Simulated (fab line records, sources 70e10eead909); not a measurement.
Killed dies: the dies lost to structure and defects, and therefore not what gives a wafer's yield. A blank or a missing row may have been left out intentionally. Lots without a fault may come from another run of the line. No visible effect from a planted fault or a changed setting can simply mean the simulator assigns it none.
fab line records	flow nandHarc
[record] lots = 6	wafers = 18	lastDay = 24
route steps=1159 shown P_M0@256 END@1159
lots that met no fault: from a run of the same line without faults
startH: hours from the record's opening day to when the first of the lot's shown wafers began	waitH: hours elapsed since this lot's preceding step	" repeats the value in the row above	L1.1+2: one row covering several wafers at once	- either no value or no given start	* or withheld: withheld	< > ~ a bound
route shown NAME@n: a module of which the file shows steps, and the number in the route of the first	usual: the fault-free wafers' mean and standard deviation	same: alike in all rows	chamber/n: place in a boat	sites: readings site by site	_std_site: standard deviation of those values	_edge_site: outer sites' mean less inner sites'	radiusMm: for every site, how far away it sits from the centre of the wafer	mask NAME#n: copy n	behind: the tool/chamber that last shaped the wafer	hold: why the lot went on hold/how many hours it stayed there/how the hold came to an end	device: which transistor (n, p or np) failed to switch	end of line: tests of these same wafers at the route's end	step lacking rows: just its recipe	killed: the dies lost at the first sort to structure and to defects; this is not the yield of the wafer	map: dies across one wafer; x = killed, . = not, _ = none there
set.NAME: setting as actually run; set.NAME@STEP: the setting as run at that earlier step	model.NAME: the simulator's own value behind a step, which no gauge read
lots at selected steps of the route; one table per step, one row per wafer
services: when a tool's chamber went out of use (startH, in hours from the record's first day, below 0 if earlier), for how many hours, and the reason
[[steps]]
[step NHARC_P_M0_COAT_33]
[recipe] tempC = 200	timeS = 65
[step NHARC_P_M0_COAT_03]
[recipe] spinRpm = 1500	resistThkNm = 90
[step NHARC_P_M0_SOFTBAKE_04]
[recipe] tempC = 105	timeS = 55
[step NHARC_P_M0_EBR_05]
[step NHARC_P_M0_EXPOSE_06]
[recipe] na = 1.35	targetCdNm = 90	doseMj = 81.28	maskId = P_M0
[step NHARC_P_M0_PEB_07]
[recipe] pebTempC = 100	pebTimeS = 65
[step NHARC_P_M0_DEVELOP_08]
[recipe] developTimeS = 35	devTempC = 23
[step NHARC_P_M0_CD_MEAS_09]
[recipe] targetCdNm = 90	landingEnergyEv = 500
[usual] cdNm = 89.6/0.51
lot.wafer	tool	chamber	startH	waitH	cdNm
L423.1	cdSem-01	0	145.13	-	89.9
L423.5	"	0	"	"	90.5
L423.6	"	0	"	"	90.0
L429.1	cdSem-02	0	169.19	-	90.0
L429.3	"	0	"	"	90.2
L429.5	"	0	"	"	89.6
L431.2	cdSem-01	0	207.94	-	90.6
L431.3	"	0	"	"	90.7
L431.6	"	0	"	"	89.3
L432.3	cdSem-02	0	213.20	-	89.3
L432.5	"	0	"	"	89.6
L432.6	"	0	"	"	90.0
L437.2	cdSem-02	0	225.51	-	89.8
L437.5	"	0	"	"	89.0
L437.6	"	0	"	"	89.0
L440.1	cdSem-01	0	234.54	-	88.8
L440.2	"	0	"	"	89.4
L440.4	"	0	"	"	90.1
[step NHARC_P_M0_OVL_MEAS_10]
[recipe] pitchNm = 180
[usual] overlayXNm = 0.1/0.87	overlayYNm = -0.3/1.1
lot.wafer	tool	chamber	startH	waitH	overlayXNm	overlayYNm
L423.1	overlay-01	-	145.22	-	1.6	0.0
L423.5	"	-	"	"	1.1	-0.1
L423.6	"	-	"	"	0.6	0.6
L429.1	overlay-02	-	169.27	-	0.5	-0.8
L429.3	"	-	"	"	1.0	-1.5
L429.5	"	-	"	"	0.2	-0.9
L431.2	overlay-02	-	208.03	-	-0.5	2.2
L431.3	"	-	"	"	-0.1	2.2
L431.6	"	-	"	"	-0.5	1.3
L432.3	overlay-01	-	213.29	-	0.1	-0.6
L432.5	"	-	"	"	0.0	0.2
L432.6	"	-	"	"	-0.1	-0.1
L437.2	overlay-02	-	225.59	-	-1.4	-0.1
L437.5	"	-	"	"	-1.2	0.0
L437.6	"	-	"	"	-1.3	0.2
L440.1	overlay-02	-	234.63	-	-0.1	-0.7
L440.2	"	-	"	"	0.0	-0.2
L440.4	"	-	"	"	0.1	0.2
[step NHARC_P_M0_INSPECT_11]
[usual] rawDefectCount = 3.3/2
lot.wafer	tool	chamber	startH	waitH	rawDefectCount
L423.1	defectInspect-01	-	145.26	0.0	4
L423.5	"	-	"	"	3
L423.6	"	-	"	"	3
L429.1	defectInspect-02	-	169.31	0.0	4
L429.3	"	-	"	"	4
L429.5	"	-	"	"	4
L431.2	defectInspect-01	-	208.06	0.0	4
L431.3	"	-	"	"	4
L431.6	"	-	"	"	7
L432.3	defectInspect-02	-	213.32	0.0	4
L432.5	"	-	"	"	5
L432.6	"	-	"	"	4
L437.2	defectInspect-02	-	225.63	0.0	2
L437.5	"	-	"	"	3
L437.6	"	-	"	"	3
L440.1	defectInspect-02	-	234.67	0.0	6
L440.2	"	-	"	"	2
L440.4	"	-	"	"	7
[step NHARC_P_M0_DESCUM_14]
[recipe] timeS = 3	o2FlowSccm = 200	arFlowSccm = 0	biasPowerW = 0	chemistry = O2
[usual] drypumpMotorCurrentA = 5.7/0.47	oesProductAu = 1.003/0.0083	rfVppV = 57.7/0.92	showerheadPlenumPTorr = 1.88/0.085	throttleValvePct = 11.312/0.0095
lot.wafer	tool	chamber	startH	waitH	drypumpMotorCurrentA	oesProductAu	rfHoursCounterH	rfVppV	showerheadPlenumPTorr	throttleValvePct
L423.1	rieDiel-08	3	145.32	0.1	5.6	1.008	1	58.4	1.92	11.316
L423.6	"	3	"	"	5.7	0.993	-	57.3	1.92	11.309
L423.5	"	0	"	"	6.3	1.010	-	57.2	1.90	11.312
L429.1	rieDiel-08	0	169.37	0.1	6.3	1.004	2	56.1	1.90	11.320
L429.3	"	3	"	"	5.7	0.994	1	57.8	1.92	11.306
L429.5	"	1	"	"	6.0	1.007	-	57.9	1.79	11.299
L431.3	rieDiel-04	3	208.12	0.1	5.2	1.004	7	57.1	2.06	11.300
L431.2	"	0	"	"	5.3	1.005	8	57.6	1.80	11.315
L431.6	"	3	"	"	5.2	1.001	-	57.2	2.06	11.313
L432.3	rieDiel-04	0	213.39	0.1	5.3	0.993	8	57.4	1.80	11.294
L432.6	"	3	"	"	5.2	1.010	-	59.5	2.05	11.307
L432.5	"	0	"	"	5.3	1.007	-	57.6	1.80	11.311
L437.2	rieDiel-08	2	225.72	0.1	5.4	1.004	5	57.3	1.85	11.311
L437.5	"	3	"	"	5.7	0.991	-	59.4	1.92	11.319
L437.6	"	0	"	"	6.3	0.990	-	57.6	1.90	11.320
L440.4	rieDiel-08	2	234.73	0.1	5.4	1.001	6	56.1	1.85	11.306
L440.1	"	0	"	"	6.3	1.018	6	57.6	1.90	11.313
L440.2	"	1	"	"	5.9	1.000	6	58.7	1.79	11.310
[step NHARC_P_M0_ETCH_34]
[recipe] targetDepthA = 400	overetchA = 120	timeS = 43.94	ionEnergyEv = 200	n2FlowSccm = 150	h2FlowSccm = 150	arFlowSccm = 0	rfW = 400	biasW = 150	chemistry = N2/H2
[usual] drypumpMotorCurrentA = 5.8/0.47	oesProductAu = 1.003/0.0093	rfVppV = 429.3/2.4	runLengthS = 65.1/0.41	showerheadPlenumPTorr = 2.00/0.089	throttleValvePct = 14.171/0.0093
lot.wafer	tool	chamber	startH	waitH	drypumpMotorCurrentA	oesProductAu	rfHoursCounterH	rfVppV	runLengthS	showerheadPlenumPTorr	throttleValvePct
L423.1	rieDiel-08	2	145.40	0.1	5.4	1.008	1	429.0	65.3	1.97	14.189
L423.5	"	2	"	"	5.4	1.002	-	428.7	65.4	1.97	14.171
L423.6	"	3	"	"	5.7	0.993	-	431.8	65.4	2.05	14.192
L429.1	rieDiel-08	3	169.46	0.1	5.6	0.989	1	429.7	65.2	2.05	14.157
L429.3	"	0	"	"	6.3	1.005	2	430.0	64.9	2.02	14.164
L429.5	"	2	"	"	5.4	1.004	-	429.6	65.4	1.97	14.179
L431.3	rieDiel-04	0	208.22	0.1	5.3	0.998	8	427.3	65.2	1.91	14.166
L431.2	"	1	"	"	6.6	1.012	7	428.0	64.6	2.00	14.167
L431.6	"	2	"	"	5.7	0.998	-	426.8	65.1	1.90	14.167
L432.3	rieDiel-04	3	213.48	0.1	5.2	0.995	8	434.4	65.6	2.20	14.169
L432.5	"	1	"	"	6.6	1.005	-	428.9	64.6	2.00	14.176
L432.6	"	2	"	"	5.7	1.009	-	425.8	65.1	1.90	14.184
L437.2	rieDiel-08	3	225.79	0.1	5.6	0.995	4	429.4	65.2	2.05	14.164
L437.5	"	0	"	"	6.3	1.001	-	431.2	65.5	2.02	14.168
L437.6	"	1	"	"	6.0	0.983	-	425.5	64.6	1.90	14.193
L440.2	rieDiel-08	3	234.82	0.1	5.7	1.000	5	430.3	65.2	2.05	14.170
L440.1	"	0	"	"	6.3	1.003	6	429.2	64.9	2.02	14.169
L440.4	"	2	"	"	5.4	1.014	6	428.0	65.5	1.97	14.174
[step NHARC_P_M0_ETCH_15]
[recipe] targetDepthA = 1500	overetchA = 150	timeS = 82.5	c4f8FlowSccm = withheld	arFlowSccm = 400	rfW = 600	biasW = 300	chemistry = C4F8/Ar
[usual] oesProductAu = 0.964/0.02	rfVppV = 439.5/2.6	runLengthS = 103.7/0.39
lot.wafer	tool	chamber	startH	waitH	oesProductAu	rfHoursCounterH	rfVppV	runLengthS
L423.1	rieDiel-08	0	145.51	-	0.960	1	442.0	103.6
L423.5	"	1	"	"	0.989	-	436.5	103.3
L423.6	"	2	"	"	0.973	-	439.3	93.4
L429.3	rieDiel-08	1	169.55	-	0.966	2	437.1	102.9
L429.1	"	2	"	"	0.991	2	438.9	93.0
L429.5	"	1	"	"	0.969	-	438.2	103.4
L431.3	rieDiel-04	3	208.30	-	0.960	7	445.0	104.2
L431.2	"	0	"	"	0.968	8	436.0	103.5
L431.6	"	3	"	"	0.962	-	445.6	104.0
L432.3	rieDiel-04	0	213.58	-	0.966	8	438.2	103.4
L432.6	"	1	"	"	0.985	-	439.3	103.2
L432.5	"	2	"	"	0.981	-	436.5	103.9
L437.2	rieDiel-08	3	225.87	-	0.953	4	441.5	103.9
L437.5	"	2	"	"	0.985	-	440.9	104.1
L437.6	"	3	"	"	0.959	-	441.6	104.1
L440.2	rieDiel-08	0	234.90	-	0.929	6	440.6	103.3
L440.1	"	1	"	"	0.919	6	436.7	103.6
L440.4	"	2	"	"	0.926	6	438.2	104.3
[step NHARC_P_M0_CD_MEAS_16]
[usual] cdNm = 89.6/0.63
lot.wafer	tool	chamber	startH	waitH	cdNm
L423.1	cdSem-02	-	145.62	-	89.6
L423.5	"	-	"	"	90.1
L423.6	"	-	"	"	89.5
L429.1	cdSem-02	-	169.68	-	90.2
L429.3	"	-	"	"	90.3
L429.5	"	-	"	"	89.2
L431.2	cdSem-03	-	208.42	-	90.5
L431.3	"	-	"	"	91.2
L431.6	"	-	"	"	89.9
L432.3	cdSem-03	-	213.69	-	89.5
L432.5	"	-	"	"	89.4
L432.6	"	-	"	"	90.1
L437.2	cdSem-02	-	225.99	-	90.1
L437.5	"	-	"	"	89.3
L437.6	"	-	"	"	89.4
L440.1	cdSem-02	-	235.03	-	88.1
L440.2	"	-	"	"	89.2
L440.4	"	-	"	"	89.5
[step NHARC_END_SORT_01]
[recipe] tempC = 25
[usual] defectLimitedYield = 95.3/1.7	killedAtArray = 28/11	killedAtOther = 0.5/0.85	killedAtPeriphery = 2.7/1.9	killedDies = 32/12	killedOpen = 3.3/1.6	killedShort = 2.1/1.5	sort_bin_2_pct = 1.5/0.71	sort_bin_3_pct = 0.25/0.23	sort_bin_4_pct = 3.0/1.1	sortNPass = 645/12	sortRimYieldPct = 95/3.1	sortYieldPct = 95.3/1.7
[same] grossDies = 677	sort_bin_5_pct[%] = 0	sort_bin_6_pct[%] = 0	sort_bin_7_pct[%] = 0	sort_bin_8_pct[%] = 0	sortRimNGross = 106.00
lot.wafer	tool	chamber	startH	waitH	hold	defectLimitedYield[%]	killedAtArray	killedAtOther	killedAtPeriphery	killedDies	killedOpen	killedShort	sort_bin_2_pct[%]	sort_bin_3_pct[%]	sort_bin_4_pct[%]	sortNPass	sortRimYieldPct[%]	sortYieldPct[%]
L423.1	prober-01	0	488.32	2.5	awaitDispo/5.0h/release	96.5	20	0	4	24	5	1	1.3	0.30	1.9	653	97	96.5
L423.5	prober-01	0	491.53	3.7	awaitDispo/5.0h/release	96.6	18	0	5	23	2	2	0.9	0.15	2.4	654	97	96.6
L423.6	prober-01	0	492.33	4.0	awaitDispo/5.0h/release	0.4	26	0	648	674	7	4	96.6	0	3.0	3	2	0.4
L429.1	prober-01	0	512.91	2.5	awaitDispo/2.5h/release	0.1	18	2	656	676	4	1	97.2	0.15	2.5	1	0	0.1
L429.3	prober-01	0	514.51	3.1	awaitDispo/2.5h/release	96.9	18	2	1	21	3	1	0.9	0.44	1.8	656	97	96.9
L429.5	prober-01	0	516.11	3.7	awaitDispo/2.5h/release	97.3	13	3	2	18	2	3	1.0	0.15	1.5	659	96	97.3
L431.2	prober-01	0	526.61	2.8	-	94.1	35	1	4	40	2	1	1.6	0.15	4.1	637	96	94.1
L431.3	prober-01	0	527.41	3.1	-	94.2	38	0	1	39	4	2	2.2	0.15	3.4	638	95	94.2
L431.6	prober-01	0	529.80	4.0	-	93.8	34	1	7	42	3	2	2.5	0.30	3.4	635	94	93.8
L432.3	prober-01	0	550.01	3.1	-	92.8	43	2	4	49	5	3	1.5	0.74	5.0	628	95	92.8
L432.5	prober-01	0	551.61	3.7	-	95.9	25	1	2	28	1	1	1.3	0.30	2.5	649	93	95.9
L432.6	prober-01	0	552.41	4.0	-	94.5	34	1	2	37	1	2	2.4	0.30	2.8	640	89	94.5
L437.2	prober-02	0	564.74	2.8	-	96.2	26	0	0	26	5	2	1.0	0	2.8	651	98	96.2
L437.5	prober-02	0	567.14	3.7	-	96.9	19	0	2	21	1	2	1.2	0.30	1.6	656	99	96.9
L437.6	prober-02	0	567.94	4.0	-	97.3	15	1	2	18	4	2	0.7	0.15	1.8	659	97	97.3
L440.1	prober-01	0	571.82	2.5	-	93.8	37	0	5	42	8	3	1.5	0.15	4.6	635	94	93.8
L440.2	prober-01	0	572.61	2.8	-	93.9	36	0	5	41	3	4	2.8	0.15	3.1	636	98	93.9
L440.4	prober-01	0	574.18	3.3	-	93.6	34	0	9	43	3	9	2.7	0.15	3.5	634	96	93.6
// killed by level:class
L423.1 A_SLIT:chamberFilmFlake=11 A_CONTACT:geometricParticle:open=3 A_CHANNEL_HOLE_D1:chamberFilmFlake=3 P_GATE:geometricParticle:open=2 A_CHANNEL_HOLE_D1:geometricParticle:short=1 P_STI:chamberFilmFlake=1 P_GATE:chamberFilmFlake=1 A_WL_FILL:chamberFilmFlake=1
L423.5 A_SLIT:chamberFilmFlake=10 A_CHANNEL_HOLE_D1:chamberFilmFlake=3 A_CHANNEL_FILL_D1:geometricParticle:short=2 P_BONDPAD:chamberFilmFlake=2 P_CONTACT:geometricParticle:open=1 A_SGD_CUT:geometricParticle:open=1 P_ZERO_WELL:chamberFilmFlake=1 P_STI:chamberFilmFlake=1
L423.6 P_M0:areaEtch=646 A_SLIT:chamberFilmFlake=9 A_CHANNEL_HOLE_D1:chamberFilmFlake=4 A_CONTACT:geometricParticle:open=3 A_CHANNEL_FILL_D1:geometricParticle:open=2 A_WL_FILL:geometricParticle:short=2 A_ONON_D1:geometricParticle:open=1 A_CHANNEL_HOLE_D1:geometricParticle:open=1
L429.1 P_M0:areaEtch=653 A_CHANNEL_FILL_D1:chamberFilmFlake=6 A_CHANNEL_HOLE_D1:chamberFilmFlake=3 A_CONTACT:chamberFilmFlake=3 A_STAIRCASE:chamberFilmFlake=2 THIN_TSV:chamberFilmFlake=2 P_GATE:geometricParticle:open=1 P_CONTACT:geometricParticle:open=1
L429.3 A_CONTACT:chamberFilmFlake=5 A_CHANNEL_FILL_D1:chamberFilmFlake=4 A_CHANNEL_HOLE_D1:chamberFilmFlake=3 A_CONTACT:geometricParticle:open=2 THIN_TSV:chamberFilmFlake=2 P_CONTACT:geometricParticle:open=1 A_CHANNEL_FILL_D1:geometricParticle:short=1 A_STAIRCASE:chamberFilmFlake=1
L429.5 A_CHANNEL_FILL_D1:chamberFilmFlake=5 A_CHANNEL_FILL_D1:geometricParticle:short=2 THIN_TSV:chamberFilmFlake=2 P_CONTACT:geometricParticle:open=1 A_CHANNEL_HOLE_D1:geometricParticle:open=1 STARTING-WAFER:geometricParticle:short=1 P_STI:chamberFilmFlake=1 A_CHANNEL_HOLE_D1:chamberFilmFlake=1
L431.2 A_SLIT:chamberFilmFlake=19 P_M1:chamberFilmFlake=3 A_CHANNEL_HOLE_D1:chamberFilmFlake=3 A_CONTACT:chamberFilmFlake=3 A_M0:chamberFilmFlake=2 A_CONTACT:geometricParticle:open=2 A_ZERO_WELL:chamberFilmFlake=2 A_STAIRCASE:chamberFilmFlake=2
L431.3 A_SLIT:chamberFilmFlake=14 A_CHANNEL_HOLE_D1:chamberFilmFlake=10 A_STAIRCASE:chamberFilmFlake=4 A_CONTACT:geometricParticle:open=2 A_CONTACT:chamberFilmFlake=2 A_M0:chamberFilmFlake=2 A_ONON_D1:geometricParticle:open=1 A_ONON_D1:geometricParticle:short=1
L431.6 A_SLIT:chamberFilmFlake=17 A_CONTACT:chamberFilmFlake=5 A_CHANNEL_HOLE_D1:chamberFilmFlake=4 A_STAIRCASE:chamberFilmFlake=4 P_STI:chamberFilmFlake=3 P_GATE:geometricParticle:open=1 P_M1:geometricParticle:open=1 A_SOURCE_PLATE:geometricParticle:short=1
L432.3 A_CHANNEL_HOLE_D1:chamberFilmFlake=19 A_SLIT:chamberFilmFlake=14 A_CONTACT:chamberFilmFlake=3 P_ZERO_WELL:chamberFilmFlake=2 P_CONTACT:geometricParticle:open=1 A_ONON_D1:geometricParticle:open=1 A_ONON_D1:geometricParticle:short=1 A_STAIRCASE:geometricParticle:open=1
L432.5 A_CHANNEL_HOLE_D1:chamberFilmFlake=13 A_SLIT:chamberFilmFlake=9 A_ONON_D1:geometricParticle:open=1 A_M0:geometricParticle:short=1 P_ZERO_WELL:chamberFilmFlake=1 P_STI:chamberFilmFlake=1 A_BONDPAD:chamberFilmFlake=1 THIN_TSV:chamberFilmFlake=1
L432.6 A_CHANNEL_HOLE_D1:chamberFilmFlake=18 A_SLIT:chamberFilmFlake=9 A_STAIRCASE:chamberFilmFlake=4 A_ONON_D1:geometricParticle:short=1 A_CONTACT:geometricParticle:open=1 STARTING-WAFER:geometricParticle:short=1 P_ZERO_WELL:chamberFilmFlake=1 P_CONTACT:chamberFilmFlake=1
L437.2 A_CHANNEL_HOLE_D1:chamberFilmFlake=9 A_STAIRCASE:chamberFilmFlake=4 A_CONTACT:chamberFilmFlake=3 A_BLC:geometricParticle:open=2 A_CHANNEL_FILL_D1:chamberFilmFlake=2 A_ONON_D1:geometricParticle:open=1 A_CHANNEL_FILL_D1:geometricParticle:open=1 A_SGD_CUT:geometricParticle:short=1
L437.5 A_CHANNEL_HOLE_D1:chamberFilmFlake=10 A_STAIRCASE:chamberFilmFlake=3 A_CHANNEL_FILL_D1:chamberFilmFlake=2 A_CONTACT:chamberFilmFlake=2 P_GATE:geometricParticle:open=1 A_STAIRCASE:geometricParticle:short=1 A_M1:geometricParticle:short=1 P_STI:chamberFilmFlake=1
L437.6 A_CHANNEL_HOLE_D1:chamberFilmFlake=6 A_CONTACT:chamberFilmFlake=3 P_CONTACT:geometricParticle:short=1 A_SOURCE_PLATE:geometricParticle:open=1 A_SGD_CUT:geometricParticle:open=1 A_CONTACT:geometricParticle:open=1 A_BLC:geometricParticle:short=1 P_ZERO_WELL:chamberFilmFlake=1
L440.1 A_SLIT:chamberFilmFlake=13 A_CHANNEL_HOLE_D1:chamberFilmFlake=10 A_CONTACT:chamberFilmFlake=3 A_CHANNEL_FILL_D1:geometricParticle:short=2 P_ZERO_WELL:chamberFilmFlake=2 A_SGD_CUT:chamberFilmFlake=2 P_GATE:geometricParticle:open=1 P_M0:geometricParticle:open=1
L440.2 A_SLIT:chamberFilmFlake=17 A_CHANNEL_HOLE_D1:chamberFilmFlake=4 A_CHANNEL_FILL_D1:geometricParticle:open=3 A_CONTACT:chamberFilmFlake=3 P_ZERO_WELL:chamberFilmFlake=2 P_BONDPAD:chamberFilmFlake=2 A_STAIRCASE:chamberFilmFlake=2 A_SGD_CUT:chamberFilmFlake=2
L440.4 A_SLIT:chamberFilmFlake=16 A_CHANNEL_HOLE_D1:chamberFilmFlake=4 A_CHANNEL_FILL_D1:geometricParticle:short=3 P_ZERO_WELL:chamberFilmFlake=3 P_BONDPAD:chamberFilmFlake=3 A_ONON_D1:geometricParticle:short=2 A_WL_FILL:geometricParticle:short=2 A_WL_FILL:chamberFilmFlake=2
// map L423.6 (x killed, . not)
____________x____________
_________xxxxxxx_________
_______xxxxxxxxxxx_______
______xxxxxxxxxxxxx______
_____xxxxxxxxxxxxxxx_____
____xxxxxxxxxxxxxxxxx____
____xxxxxxxxxxxxxxxxx____
___xxxxxxxxxxxxxxxxxxx___
___xxxxxxxxxxxxxxxxxxx___
__xxxxxxxxxxxxxxxxxxxxx__
__xxxxxxxxxxxxxxxxxxxxx__
_xxxxxxxxxxxxxxxxxxxxxxx_
_xxxxxxxxxxxxxxxxxxxxxxx_
_xxxxxxxxxxxxxxxxxxxxxxx_
_xxxxxxxxxxxxxxxxxxxxxxx_
_xxxxxxxxxxxxxxxxxxxxxxx_
xxxxxxxxxxxxxxxxxxxxxxxxx
xxxxxxxxxxxxxxxxxxxxxxxxx
xxxxxxxxxxxxxxxxxxxxxxxxx
.xxxxxxxxxxxxxxxxxxxxxxxx
xxxxxxxxxxxxxxxxxxxxxxxxx
_xxxxxxxxxxxxxxxxxxxxxxx_
_xxxxxxxxxxxxxxxxxxxxxxx_
_xxxxxxxxxxxxxxxxxxxxxxx_
_xxxxxxxxxxxxxxxxxxxxxxx_
_xxxxxxxxxxxxxxxxxxxxxxx_
__xxxxxxxxxxxxxxxxxxxxx__
__xxxxxxxxxxxxxxxxxxxxx__
___xxxxxxxxxxxxxxxxxxx___
___xxxxxxxxxxxxxxxxxxx___
____xxxxxxxxxxxxxxx.x____
____xxxxxxxxxxxxxxxxx____
_____xxxxxxxxxxxxxxx_____
______xxxxxxxxxxxx.______
_______xxxxxxxxxxx_______
_________xxxxxxx_________
____________x____________
// map L429.1 (x killed, . not)
____________x____________
_________xxxxxxx_________
_______xxxxxxxxxxx_______
______xxxxxxxxxxxxx______
_____xxxxxxxxxxxxxxx_____
____xxxxxxxxxxxxxxxxx____
____xxxxxxxxxxxxxxxxx____
___xxxxxxxxxxxxxxxxxxx___
___xxxxxxxxxxxxxxxxxxx___
__xxxxxxxxxxxxxxxxxxxxx__
__xxxxxxxxxxxxxxxxxxxxx__
_xxxxxxxxxxxxxxxxxxxxxxx_
_xxxxxxxxxxxxxxxxxxxxxxx_
_xxxxxxxxxxxxxxxxxxxxxxx_
_xxxxxxxxxxxxxxxxxxxxxxx_
_xxxxxxxxxxxxxxxxxxxxxxx_
xxxxxxxxxxxxxxxxxxxxxxxxx
xxxxxxxxxxxxxxxxxxxxxxxxx
xxxxxxxxxxxxxxxxxxxxxxxxx
xxxxxxxxxxxxxxxxxxxxxxxxx
xxxxxxxxxxxxxxxxxxxxxxxxx
_xxxxxxxxxxxxxxxxxxxxxxx_
_xxxxxxxxxxxxxxxxxxxxxxx_
_xxxxxxxxxxxxxxxxxxxxxxx_
_xxxxxxxxxxxxxxxxxxxxxxx_
_xxxxxxxxxxxxxxxxxxxxxxx_
__xxxxxxxxxxxxxxxxxxxxx__
__xxxxxxxxxxxxxxxxxxxxx__
___xxxxxxxxxxxxxxxxxxx___
___xxxxxxxxxxxxxxxxxxx___
____xxxxxxxxxxxxxxxxx____
____xxxxxxxxxxxxxxxxx____
_____xxxxxxxxxxxxxxx_____
______xxxxxxxxx.xxx______
_______xxxxxxxxxxx_______
_________xxxxxxx_________
____________x____________
[[services]]
tool	chamber	startH	hours	kind
rieDiel-08	-	124.80	9.0	pm
rieDiel-08	0	124.80	9.0	ventCycle
rieDiel-08	1	124.80	9.0	ventCycle
rieDiel-08	2	124.80	9.0	ventCycle
rieDiel-08	3	124.80	9.0	ventCycle
rieDiel-08	0	133.80	-	clean
rieDiel-08	1	133.80	-	clean
rieDiel-08	2	133.80	-	clean
rieDiel-08	3	133.80	-	clean
rieDiel-08	0	158.30	-	clean
rieDiel-08	1	158.30	-	clean
rieDiel-08	2	158.30	-	clean
rieDiel-08	3	158.30	-	clean
rieDiel-04	2	162.60	14.7	repair
rieDiel-08	0	182.80	-	clean
rieDiel-08	1	182.80	-	clean
rieDiel-08	2	182.80	-	clean
rieDiel-08	3	182.80	-	clean
rieDiel-08	0	207.30	-	clean
rieDiel-08	1	207.30	-	clean
rieDiel-08	2	207.30	-	clean
rieDiel-08	3	207.30	-	clean
rieDiel-08	3	214.09	8.2	repair
rieDiel-08	0	231.80	-	clean
[[key]]
[firstSign] step = NHARC_P_M0_ETCH_15	reading = runLengthS	direction = down	sigmas = 27	usual = *	struck = *
[effect] step = NHARC_END_SORT_01	reading = killedAtPeriphery	direction = up	sigmas = 99+	usual = 2.7	struck = 652
[moreKillsBornAt] NHARC_P_M0_ETCH_15@rieDiel-08 = 1299
metAt NHARC_P_M0_ETCH_15
struckWafers L423.6,L429.1
laterRowsLeftOut L423.6,L429.1
[fault] kind = processParameterDrift	tool = rieDiel-08	chamber = 2	onsetH = 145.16	steps = NHARC_P_M0_ETCH_15	channel = timeS	offset = *	shape = step	endH = 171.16	actsIn = *	stated = *
// laterRowsLeftOut: the simulator's readings of these wafers behind a module that went badly wrong aren't trusted and aren't shown, but for the sort
